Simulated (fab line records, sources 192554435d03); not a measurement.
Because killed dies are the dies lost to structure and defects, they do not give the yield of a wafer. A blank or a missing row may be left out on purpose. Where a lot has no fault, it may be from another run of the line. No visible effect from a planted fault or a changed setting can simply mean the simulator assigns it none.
Chamber matching / flow n5-finfet / rie-diel-01 running N5_BEOL_M8_STRIP_36: 4 sister chambers
The step strips in N2/H2. 16 wafers are shown with their chamber, then 8 later ones without.

## WAFERS, EACH WITH ITS CHAMBER
wafer=L076.2; chamber=2; drypump-motor-current-A (A)=4.8; showerhead-plenum-p-Torr (Torr)=2.52; throttle-valve-pct (%)=23.65
wafer=L076.4; chamber=0; drypump-motor-current-A (A)=5.6; showerhead-plenum-p-Torr (Torr)=2.61; throttle-valve-pct (%)=23.64
wafer=L076.6; chamber=2; drypump-motor-current-A (A)=4.8; showerhead-plenum-p-Torr (Torr)=2.52; throttle-valve-pct (%)=23.69
wafer=L075.2; chamber=1; drypump-motor-current-A (A)=6.2; showerhead-plenum-p-Torr (Torr)=2.56; throttle-valve-pct (%)=23.72
wafer=L075.3; chamber=0; drypump-motor-current-A (A)=5.6; showerhead-plenum-p-Torr (Torr)=2.61; throttle-valve-pct (%)=23.63
wafer=L075.4; chamber=2; drypump-motor-current-A (A)=4.8; showerhead-plenum-p-Torr (Torr)=2.52; throttle-valve-pct (%)=23.67
wafer=L079.1; chamber=3; drypump-motor-current-A (A)=5.2; showerhead-plenum-p-Torr (Torr)=2.50; throttle-valve-pct (%)=23.68
wafer=L079.4; chamber=3; drypump-motor-current-A (A)=5.2; showerhead-plenum-p-Torr (Torr)=2.50; throttle-valve-pct (%)=23.65
wafer=L079.6; chamber=2; drypump-motor-current-A (A)=4.8; showerhead-plenum-p-Torr (Torr)=2.52; throttle-valve-pct (%)=23.66
wafer=L085.2; chamber=1; drypump-motor-current-A (A)=6.1; showerhead-plenum-p-Torr (Torr)=2.55; throttle-valve-pct (%)=23.81
wafer=L085.4; chamber=0; drypump-motor-current-A (A)=5.6; showerhead-plenum-p-Torr (Torr)=2.60; throttle-valve-pct (%)=23.21
wafer=L085.6; chamber=2; drypump-motor-current-A (A)=4.8; showerhead-plenum-p-Torr (Torr)=2.51; throttle-valve-pct (%)=23.70
wafer=L086.4; chamber=1; drypump-motor-current-A (A)=6.1; showerhead-plenum-p-Torr (Torr)=2.54; throttle-valve-pct (%)=23.78
wafer=L086.5; chamber=0; drypump-motor-current-A (A)=5.6; showerhead-plenum-p-Torr (Torr)=2.60; throttle-valve-pct (%)=23.19
wafer=L086.6; chamber=1; drypump-motor-current-A (A)=6.1; showerhead-plenum-p-Torr (Torr)=2.55; throttle-valve-pct (%)=23.78
wafer=L088.1; chamber=3; drypump-motor-current-A (A)=5.2; showerhead-plenum-p-Torr (Torr)=2.49; throttle-valve-pct (%)=23.29

SIGNATURES (averages over the wafers above)
reading=drypump-motor-current-A; chamber 0=5.600; chamber 1=6.125; chamber 2=4.800; chamber 3=5.200; scatter within a chamber=0.025
reading=showerhead-plenum-p-Torr; chamber 0=2.6050; chamber 1=2.5500; chamber 2=2.5180; chamber 3=2.4967; scatter within a chamber=0.0061
reading=throttle-valve-pct; chamber 0=23.4175; chamber 1=23.7725; chamber 2=23.6740; chamber 3=23.5400; scatter within a chamber=0.155
Rule: a wafer's distance from a chamber is the root of the sum, over the readings, of the square of ((its reading less the chamber's mean) divided by the reading's scatter). The wafer belongs to the nearest chamber; if the next one is less than 2 further off, it can't be placed. The scatter: take each reading less its chamber's mean, square it, sum over the shown wafers, divide by the number of wafers less the number of chambers, and take the root.

## WAFERS WHOSE CHAMBER IS MISSING
wafer=L088.2; drypump-motor-current-A (A)=4.8; showerhead-plenum-p-Torr (Torr)=2.51; throttle-valve-pct (%)=23.71
wafer=L088.6; drypump-motor-current-A (A)=4.8; showerhead-plenum-p-Torr (Torr)=2.51; throttle-valve-pct (%)=23.72
wafer=L093.1; drypump-motor-current-A (A)=5.6; showerhead-plenum-p-Torr (Torr)=2.60; throttle-valve-pct (%)=23.19
wafer=L093.3; drypump-motor-current-A (A)=4.8; showerhead-plenum-p-Torr (Torr)=2.51; throttle-valve-pct (%)=23.71
wafer=L093.5; drypump-motor-current-A (A)=4.8; showerhead-plenum-p-Torr (Torr)=2.51; throttle-valve-pct (%)=23.75
wafer=L094.1; drypump-motor-current-A (A)=5.2; showerhead-plenum-p-Torr (Torr)=2.49; throttle-valve-pct (%)=23.33
wafer=L094.2; drypump-motor-current-A (A)=6.1; showerhead-plenum-p-Torr (Torr)=2.54; throttle-valve-pct (%)=23.76
wafer=L094.5; drypump-motor-current-A (A)=6.2; showerhead-plenum-p-Torr (Torr)=2.54; throttle-valve-pct (%)=23.79

## THE CHAMBER EACH PASSED THROUGH
wafer=L088.2; from the rows above=2; in truth=2
wafer=L088.6; from the rows above=2; in truth=2
wafer=L093.1; from the rows above=0; in truth=0
wafer=L093.3; from the rows above=2; in truth=2
wafer=L093.5; from the rows above=2; in truth=2
wafer=L094.1; from the rows above=3; in truth=3
wafer=L094.2; from the rows above=1; in truth=1
wafer=L094.5; from the rows above=1; in truth=1
8 of 8 placed correctly. Can't be placed from these rows: 0. Wrongly placed: 0.
